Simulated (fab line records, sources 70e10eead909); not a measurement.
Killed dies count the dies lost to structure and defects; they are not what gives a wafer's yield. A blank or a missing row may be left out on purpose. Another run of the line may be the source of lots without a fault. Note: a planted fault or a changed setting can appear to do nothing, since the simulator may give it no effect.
Which of the tools did it? / flow nand-harc / 24 lots, 72 wafers sampled, at 1 step of a route of 1302

WHAT EACH GAUGE READ, for each wafer
NHARC_A_CHANNEL_HOLE_D2_OVL_MEAS_11.
lot=L074; measured=day 12 22:20; on=overlay-02; overlay-x-nm (nm)=0.4 0.4 0.6; overlay-y-nm (nm)=-1.1 -1.3 -1.3
lot=L075; measured=day 13 16:16; on=overlay-02; overlay-x-nm (nm)=0.0 0.6 0.4; overlay-y-nm (nm)=1.1 0.7 0.2
lot=L076; measured=day 13 20:09; on=overlay-01; overlay-x-nm (nm)=-0.7 -0.4 -0.6; overlay-y-nm (nm)=-0.7 -0.3 -0.5
lot=L077; measured=day 14 12:04; on=overlay-01; overlay-x-nm (nm)=-0.3 -0.3 -0.2; overlay-y-nm (nm)=0.5 0.5 0.6
lot=L078; measured=day 14 17:56; on=overlay-02; overlay-x-nm (nm)=-2.7 -1.7 -1.7; overlay-y-nm (nm)=0.1 0.2 0.0
lot=L079; measured=day 15 03:10; on=overlay-02; overlay-x-nm (nm)=0.1 0.3 0.0; overlay-y-nm (nm)=-0.3 0.0 -0.1
lot=L081; measured=day 16 02:26; on=overlay-01; overlay-x-nm (nm)=0.8 0.7 0.3; overlay-y-nm (nm)=-1.1 -0.4 -0.7
lot=L080; measured=day 16 02:35; on=overlay-01; overlay-x-nm (nm)=1.6 1.6 1.5; overlay-y-nm (nm)=-0.2 0.3 -0.5
lot=L082; measured=day 16 03:09; on=overlay-02; overlay-x-nm (nm)=-0.9 -0.9 -0.7; overlay-y-nm (nm)=-0.8 -0.4 -0.7
lot=L083; measured=day 17 02:37; on=overlay-01; overlay-x-nm (nm)=-0.6 -1.0 -0.8; overlay-y-nm (nm)=-0.8 -0.8 -0.4
lot=L084; measured=day 17 04:08; on=overlay-02; overlay-x-nm (nm)=0.4 -0.1 0.8; overlay-y-nm (nm)=0.9 0.3 0.0
lot=L085; measured=day 17 11:55; on=overlay-02; overlay-x-nm (nm)=0.7 1.1 0.5; overlay-y-nm (nm)=-0.9 -0.7 -0.6
lot=L086; measured=day 18 04:58; on=overlay-01; overlay-x-nm (nm)=-0.3 -0.6 -1.0; overlay-y-nm (nm)=0.2 -0.1 -0.3
lot=L087; measured=day 18 11:10; on=overlay-01; overlay-x-nm (nm)=-1.0 -0.2 -1.1; overlay-y-nm (nm)=0.1 -0.2 -0.7
lot=L089; measured=day 18 23:19; on=overlay-02; overlay-x-nm (nm)=-0.3 -0.6 -0.2; overlay-y-nm (nm)=0.3 0.6 0.8
lot=L090; measured=day 19 14:47; on=overlay-02; overlay-x-nm (nm)=0.1 0.3 0.5; overlay-y-nm (nm)=-0.7 -0.8 -0.8
lot=L091; measured=day 19 16:27; on=overlay-02; overlay-x-nm (nm)=-0.8 -0.6 -0.2; overlay-y-nm (nm)=0.5 0.5 0.3
lot=L088; measured=day 19 16:39; on=overlay-02; overlay-x-nm (nm)=-1.3 -1.7 -1.7; overlay-y-nm (nm)=0.8 0.5 1.0
lot=L092; measured=day 20 09:27; on=overlay-01; overlay-x-nm (nm)=1.0 1.6 1.5; overlay-y-nm (nm)=-0.1 -0.3 -0.7
lot=L093; measured=day 21 00:36; on=overlay-01; overlay-x-nm (nm)=-0.2 -0.6 -0.6; overlay-y-nm (nm)=-0.5 -1.4 -1.1
lot=L094; measured=day 21 18:01; on=overlay-02; overlay-x-nm (nm)=-0.5 -0.2 0.0; overlay-y-nm (nm)=-2.2 -1.8 -2.1
lot=L096; measured=day 22 07:04; on=overlay-01; overlay-x-nm (nm)=0.0 0.8 0.8; overlay-y-nm (nm)=0.6 0.5 0.9
lot=L095; measured=day 22 08:26; on=overlay-02; overlay-x-nm (nm)=-2.1 -1.5 -1.4; overlay-y-nm (nm)=0.3 0.7 1.0
lot=L097; measured=day 22 16:48; on=overlay-02; overlay-x-nm (nm)=-0.2 0.2 0.0; overlay-y-nm (nm)=-0.1 0.0 -0.3

EACH LOT AND THE TOOL THAT RAN IT (in order: tool; ch and the chambers of the sampled wafers; start)
The record shows no process step preceding these readings.

AS READ BY THE TOOLS THEMSELVES (means over the sampled wafers that have a number; for cases with no such wafer, the mark the record gives instead)
The record holds no such reading with a usual standard deviation.

THE ANSWER, worked out from the rows above alone
Rule: the lots themselves supply what counts as usual. Put in order of their means at a reading, lots are off if they are a third of the lots or fewer, leave a main group of 4 or more, and stand apart from it by a gap of 3 or more times the standard deviation of the main group's means; of several such gaps the widest counts. A main group is skipped when, at the precision printed for the reading in the tables above, its means are all equal. Also off: a lot with no number at a reading for which 4 or more lots have one. Any other lot the step has rows for is counted as sound. First the gauges in route order, then the tools' own readings, where a lot's mean is used as printed above. The first step at which some lot is off is used, and at that step the reading that is off furthest; a lot without a number counts as furthest.
No lot is off at any reading shown: from this, nothing can be told.

WHAT THE SIMULATOR PUT IN
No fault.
